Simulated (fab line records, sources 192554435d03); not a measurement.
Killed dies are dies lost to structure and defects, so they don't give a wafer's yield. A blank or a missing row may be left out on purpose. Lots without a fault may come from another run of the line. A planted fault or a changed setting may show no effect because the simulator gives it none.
Split-lot experiment | flow n5_finfet | 7 lots, 21 wafers read, on a route of 1938 steps

THE SPLIT
At N5_DUMMY_GATE_EXPOSE_12 (exposes mask GATE, target cd 25 nm), the setting dose_mj was moved away from the recipe's 34 on 5 of the 21 wafers read, by -6.6% to +6.6%. The other wafers ran this setting at the recipe's value.

FROM THE SPLIT TO THE READING: what the file shows between them, 2 steps
- N5_DUMMY_GATE_PEB_13: peb time 60 s
- N5_DUMMY_GATE_DEVELOP_14: develop time 30 s

THE READING
cd_nm, in nm, at N5_DUMMY_GATE_CD_MEAS_15 (target cd 25.8 nm). Fault-free wafers of this fab line usually give 24.96 nm, standard deviation 0.24 nm.

wafer  | tool, chamber at the split | dose_mj as run | against the recipe | cd_nm, nm | against lot-mates on the recipe
L081.1 | euv_scanner-02, 0          | 36.26          | +6.6%              | 23.74     | -1.56
L081.2 | euv_scanner-02, 0          | 36.26          | +6.6%              | 23.79     | -1.51
L081.4 | euv_scanner-02, 0          | 34             | recipe             | 25.30     | -
L083.1 | euv_scanner-01, 0          | 34             | recipe             | 25.17     | -
L083.2 | euv_scanner-01, 0          | 34             | recipe             | 24.64     | -
L083.5 | euv_scanner-01, 0          | 34             | recipe             | 24.70     | -
L084.1 | euv_scanner-01, 0          | 34             | recipe             | 25.09     | -
L084.5 | euv_scanner-01, 0          | 34             | recipe             | 25.20     | -
L084.6 | euv_scanner-01, 0          | 34             | recipe             | 25.06     | -
L086.2 | euv_scanner-02, 0          | 34             | recipe             | 25.30     | -
L086.3 | euv_scanner-02, 0          | 34             | recipe             | 25.18     | -
L086.4 | euv_scanner-02, 0          | 34             | recipe             | 25.01     | -
L088.1 | euv_scanner-02, 0          | 34             | recipe             | 25.31     | -
L088.3 | euv_scanner-02, 0          | 34             | recipe             | 24.89     | -
L088.6 | euv_scanner-02, 0          | 34             | recipe             | 24.89     | -
L091.4 | euv_scanner-02, 0          | 34             | recipe             | 24.76     | -
L091.5 | euv_scanner-02, 0          | 34             | recipe             | 25.12     | -
L091.6 | euv_scanner-02, 0          | 35.67          | +4.9%              | 24.05     | -0.89
L093.1 | euv_scanner-01, 0          | 31.77          | -6.6%              | 26.42     | +1.37
L093.3 | euv_scanner-01, 0          | 34             | recipe             | 25.05     | -
L093.5 | euv_scanner-01, 0          | 31.77          | -6.6%              | 26.48     | +1.43

THE FIT
A straight line over all 21 wafers: cd_nm changes by -0.203 nm for each +1% of dose_mj; r = -0.96; the points scatter about the line by 0.19 nm.
The same after taking each lot's own level away (the mean of its wafers on the recipe; 21 wafers): -0.217 nm for each +1%; r = -0.98; scatter 0.15 nm.
On that fit, the largest move of dose_mj shifts the reading by 1.4 nm.
The lots' own levels span 24.837 to 25.300 nm, that is 1.9 times the standard deviation above.
So the lot-to-lot level changes the slope little: the two slopes agree.
Check: with one of the wafers moved furthest among these (+6.6%) left out of the fit, the line predicts -1.41 nm for it against its lot-mates. It came out at -1.56 nm against them.

OTHER SPLITS ON THESE WAFERS
These wafers also went through other splits before the reading. Each is held against what the fit with the lots' levels taken away leaves over:
other split on the same wafers        | wafers away from the commonest value | r with cd_nm (lot level and that fit taken away)
N5_ZERO_LAYER_PECVD_02 time_s         | 4                                    | +0.21
N5_WELL_APT_EXPOSE_05 dose_mj         | 5                                    | +0.19
N5_WELL_APT_DEVELOP_07 develop_time_s | 9                                    | +0.29
N5_FIN_SAQP_PEB_14 peb_time_s         | 5                                    | +0.08
N5_FIN_CUT_COAT_19 spin_rpm           | 4                                    | -0.30
N5_DUMMY_GATE_HM_DEP_06 time_s        | 15                                   | -0.13

THE FILE'S OWN FIT
cd_nm changes by -0.214 nm for each +1% of dose_mj, r = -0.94.
